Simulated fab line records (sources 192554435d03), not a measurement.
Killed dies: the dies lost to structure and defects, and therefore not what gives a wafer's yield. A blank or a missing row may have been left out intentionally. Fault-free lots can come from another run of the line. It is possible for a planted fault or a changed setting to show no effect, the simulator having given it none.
fab line records	flow n5-finfet
record lots=5	wafers=15	last-day=17
route steps=1938 shown STI_FIN_REVEAL@189 DUMMY_GATE@212 BEOL_M4@1111 PASSIVATION@1936
lots with no fault: from the same line, run without faults
start-h: hours from the record's opening day to when the first of the lot's shown wafers began	wait-h: hours from the lot's prior step to this one	" same as the row above	L1.1+2: one row covering several wafers at once	- either no value or no given start	* or withheld: withheld	< > ~ a bound
route shown NAME@n: NAME is a module with steps in the file, n the number in the route of the first one	usual: mean/standard deviation taken from wafers without a fault	same: alike in all rows	chamber/n: place in a boat	sites: each site's reading	_std_site: standard deviation across them	_edge_site: outer sites' mean less inner sites'	radius-mm: for every site, how far away it sits from the centre of the wafer	mask NAME#n: copy n	behind: the tool/chamber that last shaped the wafer	hold: reason for holding the lot/hours on hold/outcome of the hold	device: transistor that didn't switch, given as n, p or np	end of line: tests run on the same wafers once the route is complete	step lacking rows: just its recipe	killed: not the wafer's yield, but the dies lost to structure and defects at the first sort	map: dies across one wafer; x = killed, . = not, _ = none there
set.NAME: the run value of the setting; set.NAME@STEP: its run value at that earlier step	model.NAME: the simulator's own value behind a step, which no gauge read
lots at selected steps of the route; one table per step, one row per wafer
services: the hour from which a tool's chamber was out of use, counted from the record's first day as start-h (under 0 if before that day), plus the number of hours and why
## steps
# step N5_STI_FIN_REVEAL_DENSIFY_30
# recipe temp-c=*	time-s=*	ambient=N2	idle-temp-c=600	ramp-up-c-per-s=150	ramp-down-c-per-s=60	cool-to-c=600
# step N5_STI_FIN_REVEAL_ETCHBACK_08
# recipe chemistry=C4F6/O2	target=SiO2	target-depth-a=305	time-s=10.167	ion-energy-ev=250	pressure-mtorr=30	source-w=345	bias-w=185	Ar_flow_sccm=300	C4F6_flow_sccm=10	O2_flow_sccm=10
# step N5_STI_FIN_REVEAL_STRIP_24
# recipe chemistry=N2/H2	time-s=90	power-w=100	temp-c=40	pressure-mtorr=100	rf-frequency-hz=6e+07	bias-power-w=3	n2-flow-sccm=300	h2-flow-sccm=300
# step N5_STI_FIN_REVEAL_PRECLEAN_25
# recipe chemistry=SPM	time-s=90	temp-c=120	mix=4:1
# step N5_STI_FIN_REVEAL_PRECLEAN_26
# recipe chemistry=SC1	time-s=45	temp-c=46	mix=1:2:100
# step N5_STI_FIN_REVEAL_PRECLEAN_29
# recipe chemistry=DHF	time-s=30	temp-c=25	dilution=300:1
# step N5_STI_FIN_REVEAL_SRD_12
# recipe time-s=30	temp-c=23	rinse-liquid=diw	dry=ipa-marangoni
# step N5_STI_FIN_REVEAL_RECESS_09
# recipe chemistry=HF/NH3	target=SiO2	afs-cycles=11	target-depth-a=425	temp-c=30	sublimation-temp-c=180	sublimation-time-s=60
# step N5_STI_FIN_REVEAL_STRIP_16
# recipe chemistry=H3PO4	material=SiNx	temp-c=165	target-depth-a=238	overetch-fraction=0.4964	dry=ipa-marangoni
# step N5_STI_FIN_REVEAL_PRECLEAN_17
# recipe chemistry=NF3:NH3	afs-cycles=1	temp-c=30	time-s=20	sublimation-temp-c=180	sublimation-time-s=60	pressure-torr=3	rf-power-w=30
# step N5_STI_FIN_REVEAL_ETCH_34
# recipe chemistry=H2	mode=isotropic	material=Si	target=Si	target-depth-a=9.7	temp-c=20	pressure-mtorr=4.5	icp-w=300	bias-w=0	h2-flow-sccm=7.5	he-flow-sccm=142.5
# step N5_STI_FIN_REVEAL_OXIDATION_31
# recipe chemistry=O2_PLASMA_REMOTE	temp-c=150	time-s=20	pressure-mtorr=1000	source-power-w=2000	o2-flow-sccm=3000
# usual drypump-motor-current-A=5.67/0.052	heater-power-w=147/9.7
lot.wafer	tool	chamber	start-h	wait-h	drypump-motor-current-A	heater-power-w	rf-hours-counter-h
L235.2	plasma-asher-01	1	73.36	0.0	5.66	139	92
L235.4	"	1	"	"	5.64	140	-
L235.6	"	0	"	"	5.63	136	-
L238.1	plasma-asher-01	0	90.68	0.0	5.61	138	96
L238.3	"	0	"	"	5.62	136	-
L238.6	"	1	"	"	5.63	144	-
L239.1	plasma-asher-01	1	96.90	0.0	5.65	143	96
L239.4	"	1	"	"	5.64	140	-
L239.6	"	0	"	"	5.62	138	-
L240.1	plasma-asher-01	0	104.62	0.0	5.62	137	97
L240.2	"	1	"	"	5.60	142	97
L240.5	"	1	"	"	5.66	139	-
L251.2	plasma-asher-02	0	171.16	0.0	5.70	155	50
L251.5	"	1	"	"	5.72	160	-
L251.6	"	0	"	"	5.72	158	-
# step N5_STI_FIN_REVEAL_PRECLEAN_32
# recipe chemistry=NF3:NH3	afs-cycles=1	temp-c=30	time-s=20	sublimation-temp-c=180	sublimation-time-s=60	pressure-torr=3	rf-power-w=30
# step N5_STI_FIN_REVEAL_STRIP_35
# recipe chemistry=H3PO4	material=Si3N4	temp-c=165	target-depth-a=40	time-s=39
# step N5_STI_FIN_REVEAL_SRD_21
# recipe dry=ipa-marangoni	time-s=30	temp-c=23	rinse-liquid=diw
# step N5_STI_FIN_REVEAL_OXIDATION_33
# recipe chemistry=O2_PLASMA_REMOTE	temp-c=150	time-s=20	pressure-mtorr=1000	source-power-w=2000	o2-flow-sccm=3000
# step N5_STI_FIN_REVEAL_CLEAN_19
# recipe chemistry=O3/DIW	temp-c=25	time-s=120	o3-ppm=10
# step N5_STI_FIN_REVEAL_SRD_23
# recipe dry=ipa-marangoni	time-s=30	temp-c=23	rinse-liquid=diw
# step N5_STI_FIN_REVEAL_PRECLEAN_18
# recipe chemistry=SC2	time-s=45	temp-c=35	mix=1:1:50
# step N5_STI_FIN_REVEAL_SRD_28
# recipe dry=ipa-marangoni	time-s=30	temp-c=23	rinse-liquid=diw
# step N5_DUMMY_GATE_PRECLEAN_00
# recipe chemistry=O3/DIW	time-s=60	temp-c=22	o3-ppm=10
# step N5_DUMMY_GATE_SRD_01
# recipe time-s=30	temp-c=23	rinse-liquid=diw	dry=ipa-marangoni
# step N5_DUMMY_GATE_ALD_02
# recipe material=SiO2	target-thk-a=20	temp-c=300	ald-precursor-family=BDEAS	ald-co-reactant=O2-plasma	pulse-time-s=1	pressure-torr=2
# step N5_DUMMY_GATE_CVD_03
# recipe material=a-Si	target-thk-a=1500	temp-c=530	precursor=SiH4	time-s=8042
# step N5_DUMMY_GATE_PRECLEAN_46
# recipe chemistry=DIW	time-s=89.5	temp-c=23
# step N5_DUMMY_GATE_SRD_47
# recipe dry-time-s=32	dry=n2-spin	spin-rpm=1500
# step N5_DUMMY_GATE_CMP_04
# recipe material=a-Si	post-cmp-clean=alkaline-brush
# step N5_DUMMY_GATE_HM_DEP_06
# recipe material=SiNx	target-thk-a=800	precursor=DCS/NH3	temp-c=700	pressure-mtorr=300	time-s=5141
# step N5_DUMMY_GATE_PECVD_30
# recipe material=SiO2	target-thk-a=550	temp-c=400	precursor=TEOS/O2	pressure-torr=6.5	rf-w=withheld	teos-flow-sccm=withheld	gas=O2	flow-sccm=2650	time-s=10.8
# step N5_DUMMY_GATE_COAT_34
# recipe resist=SOC	temp-c=250	time-s=60	spin-rpm=1500	resist-thk-nm=60
# step N5_DUMMY_GATE_COAT_35
# recipe resist=SiARC	temp-c=220	time-s=60	spin-rpm=1500	resist-thk-nm=10
# step N5_DUMMY_GATE_COAT_28
# recipe resist=underlayer	temp-c=205	time-s=60	spin-rpm=1500	resist-thk-nm=10
# step N5_DUMMY_GATE_COAT_09
# recipe resist=CAR-EUV	spin-rpm=1500	resist-thk-nm=30
# step N5_DUMMY_GATE_EBR_11
# recipe solvent=PGMEA	ebr-width-mm=1.5
# step N5_DUMMY_GATE_SOFTBAKE_10
# recipe temp-c=110	time-s=60	resist=CAR-EUV
# step N5_DUMMY_GATE_EXPOSE_12
# recipe mask-id=GATE	na=0.33	source-shape=annular	sigma-inner=0.2	sigma-outer=0.6	polarization=unpolarized	target-cd-nm=25	dose-mj=34
# step N5_DUMMY_GATE_PEB_13
# recipe peb-temp-c=100	peb-time-s=60	resist=CAR-EUV
# step N5_BEOL_M4_RC_MEAS_101
# usual DIBL_N=36.8/2.2	DIBL_P=37.0/2.8	IOFF_N=0.18/0.043	IOFF_P=0.23/0.05	ION_N=680/14	ION_P=466/9.1	REXT_N=75.6/1.4	REXT_P=101.0/1.9	SS_N=71.7/0.74	SS_P=73.5/0.79	VT_N=248/4	VT_N_LONG=274.8/1.7	VT_P=-249/4.1
lot.wafer	tool	chamber	start-h	wait-h	DIBL_N[mV/V]	DIBL_P[mV/V]	IOFF_N[nA/um]	IOFF_P[nA/um]	ION_N[uA/um]	ION_P[uA/um]	REXT_N[ohm.um]	REXT_P[ohm.um]	SS_N[mV/dec]	SS_P[mV/dec]	VT_N[mV]	VT_N_LONG[mV]	VT_P[mV]
L235.2	prober-02	0	205.30	0.2	34.9	32.8	0.12	0.16	645	446	72.7	98.9	71.9	72.7	257	277.3	-255
L235.4	"	0	"	"	37.9	36.0	0.17	0.20	670	459	72.8	97.3	72.4	73.5	252	276.8	-255
L235.6	"	0	"	"	37.1	35.9	0.17	0.21	683	466	70.9	97.3	71.9	73.4	248	274.1	-250
L239.1	prober-02	0	230.57	0.0	32.9	30.3	0.09	0.14	643	451	79.7	107.0	70.3	72.2	259	279.5	-252
L239.4	"	0	"	"	36.1	34.8	0.12	0.19	660	461	79.9	107.4	70.4	73.1	254	280.0	-249
L239.6	"	0	"	"	41.2	41.4	0.26	0.35	704	484	75.7	101.4	72.7	74.9	241	276.5	-240
L238.1	prober-01	0	230.83	0.0	33.8	32.8	0.12	0.17	654	451	79.9	110.5	71.1	72.7	255	280.9	-252
L238.3	"	0	"	"	33.7	33.3	0.12	0.18	662	459	75.5	103.2	70.4	72.1	252	277.1	-252
L238.6	"	0	"	"	36.7	36.0	0.17	0.23	667	462	75.1	102.1	72.1	73.5	248	275.3	-247
L240.1	prober-02	0	232.60	0.0	32.7	29.9	0.10	0.16	651	454	80.5	106.8	70.6	72.8	258	277.8	-249
L240.2	"	0	"	"	33.9	33.1	0.11	0.21	657	462	81.8	107.2	70.4	72.7	256	280.6	-247
L240.5	"	0	"	"	36.4	36.1	0.17	0.27	683	484	76.8	101.3	71.3	74.1	246	274.7	-242
L251.2	prober-01	0	298.72	0.2	38.4	39.8	0.21	0.26	689	471	75.1	99.2	72.2	74.4	245	275.5	-248
L251.5	"	0	"	"	38.1	39.8	0.21	0.26	688	467	76.3	101.2	71.1	72.8	245	275.2	-250
L251.6	"	0	"	"	36.6	39.8	0.18	0.27	691	478	78.0	100.5	71.0	73.4	247	277.0	-247
# step N5_PASSIVATION_PROBE_49
# usual defect-limited-yield=91.4/1.5	killed_at_M0_to_M3=36/11	killed_at_M4_up=14/6	killed-at-contacts=11/6	killed-at-front-end=37/11	killed-at-other=4/3.4	killed-dies=102/18	killed-on-rim=13/3.5	killed-open=66/13	killed-short=34/7.8	sort_bin_5_function=5.0/0.97	sort_bin_6_memory=3.2/0.7	sort_bin_8_speed=0.0/0.38	sort-n-pass=1078/19	sort-yield-pct=91.3/1.6
# same gross-dies=1180	killed-at-back-side=0	sort_bin_4_leakage[%]=0
lot.wafer	tool	chamber	start-h	wait-h	defect-limited-yield[%]	killed_at_M0_to_M3	killed_at_M4_up	killed-at-contacts	killed-at-front-end	killed-at-other	killed-dies	killed-on-rim	killed-open	killed-short	sort_bin_5_function[%]	sort_bin_6_memory[%]	sort_bin_8_speed[%]	sort-n-pass	sort-yield-pct[%]
L239.1	prober-01	-	332.17	0.0	88.6	45	20	10	58	2	135	16	89	46	7.1	3.8	0.2	1043	88.4
L238.1	prober-02	-	332.43	0.0	90.1	55	15	10	33	4	117	14	81	35	5.4	3.9	0	1063	90.1
L238.3	prober-02	-	332.53	0.1	91.8	45	19	7	21	5	97	12	58	39	5.0	2.6	0	1083	91.8
L238.6	prober-02	-	332.68	0.3	90.4	41	14	14	41	3	113	13	74	36	5.1	4.0	0.1	1067	90.4
L240.1	prober-02	-	343.29	0.0	92.1	22	20	14	33	4	93	11	73	19	4.2	3.6	0.2	1085	91.9
L240.2	prober-02	-	343.34	0.1	91.4	40	10	10	35	7	102	10	69	30	5.4	3.1	0	1078	91.4
L240.5	prober-02	-	343.49	0.2	93.0	23	9	14	34	3	83	7	56	26	4.0	2.8	0	1097	93.0
# killed by level:class
L239.1 FIN_SAQP:geometric-particle:open=15 BEOL_M0_SAQP:geometric-particle:short=13 FIN_SAQP:geometric-particle:short=12 BEOL_M1:geometric-particle:open=11 STI_FIN_REVEAL:geometric-particle:open=9 MOL_CONTACT_COAG:geometric-particle:open=9 BEOL_M2:geometric-particle:open=9 BEOL_M8:geometric-particle:open=8
L238.1 BEOL_M0_SAQP:geometric-particle:open=17 BEOL_M1:geometric-particle:open=13 FIN_SAQP:geometric-particle:open=11 MOL_CONTACT_COAG:geometric-particle:open=9 BEOL_M0_SAQP:geometric-particle:short=9 FIN_SAQP:geometric-particle:short=7 BEOL_M2:geometric-particle:open=7 BEOL_M4:geometric-particle:open=7
L238.3 BEOL_M3:geometric-particle:open=13 BEOL_M0_SAQP:geometric-particle:short=11 MOL_CONTACT_COAG:geometric-particle:open=7 BEOL_M0_SAQP:geometric-particle:open=6 BEOL_M3:geometric-particle:short=6 BEOL_M5:geometric-particle:open=5 BEOL_M0:geometric-particle:open=4 BEOL_M4:geometric-particle:open=4
L238.6 MOL_CONTACT_COAG:geometric-particle:open=14 FIN_SAQP:geometric-particle:short=12 FIN_SAQP:geometric-particle:open=10 BEOL_M3:geometric-particle:open=10 BEOL_M0_SAQP:geometric-particle:short=9 BEOL_M0_SAQP:geometric-particle:open=7 BEOL_M1:geometric-particle:open=6 BEOL_M4:geometric-particle:open=6
L240.1 FIN_SAQP:geometric-particle:open=17 MOL_CONTACT_COAG:geometric-particle:open=11 BEOL_M5:geometric-particle:open=8 BEOL_M0_SAQP:geometric-particle:open=7 BEOL_M2:geometric-particle:open=6 BEOL_M0_SAQP:geometric-particle:short=5 STI_FIN_REVEAL:geometric-particle:open=3 MOL_CONTACT_COAG:geometric-particle:short=3
L240.2 FIN_SAQP:geometric-particle:open=15 BEOL_M0_SAQP:geometric-particle:short=10 BEOL_M2:geometric-particle:open=9 MOL_CONTACT_COAG:geometric-particle:open=8 FIN_SAQP:geometric-particle:short=6 BEOL_M1:geometric-particle:open=6 BEOL_M3:geometric-particle:open=6 BEOL_M0_SAQP:geometric-particle:open=5
L240.5 MOL_CONTACT_COAG:geometric-particle:open=12 FIN_SAQP:geometric-particle:open=11 BEOL_M0_SAQP:geometric-particle:short=8 STI_FIN_REVEAL:geometric-particle:open=6 BEOL_M0_SAQP:geometric-particle:open=6 DUMMY_GATE:geometric-particle:open=5 BEOL_M5:geometric-particle:open=4 BEOL_M1:geometric-particle:open=3
## services
tool	chamber	start-h	hours	kind
plasma-asher-02	-	126.47	15.6	pm
## key
first-sign step=N5_BEOL_M4_RC_MEAS_101	reading=REXT_P	direction=up	sigmas=3.5	usual=101.0	struck=107.8
effect step=N5_BEOL_M4_RC_MEAS_101	reading=REXT_N	direction=up	sigmas=3.3	usual=75.6	struck=80.3
effect step=N5_BEOL_M4_RC_MEAS_101	reading=VT_N_LONG	direction=up	sigmas=3	usual=274.8	struck=279.7
effect step=N5_BEOL_M4_RC_MEAS_101	reading=VT_N	direction=up	sigmas=2.1	usual=248	struck=257
effect step=N5_BEOL_M4_RC_MEAS_101	reading=ION_N	direction=down	sigmas=1.9	usual=680	struck=653	wafers-moved=4
effect step=N5_BEOL_M4_RC_MEAS_101	reading=DIBL_P	direction=down	sigmas=1.7	usual=37.0	struck=32.2
effect step=N5_BEOL_M4_RC_MEAS_101	reading=IOFF_N	direction=down	sigmas=1.6	usual=0.18	struck=0.11
met-at N5_STI_FIN_REVEAL_OXIDATION_31
struck-wafers L238.1,L239.1,L239.4,L240.1,L240.2
onset-between 73.36 90.68
fault kind=process-parameter-drift	tool=plasma-asher-01	chamber=-	onset-h=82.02	steps=N5_STI_FIN_REVEAL_OXIDATION_31	channel=time-s	offset=*	shape=step	end-h=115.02	scope=struck-wafers-only	acts-in=*	stated=*
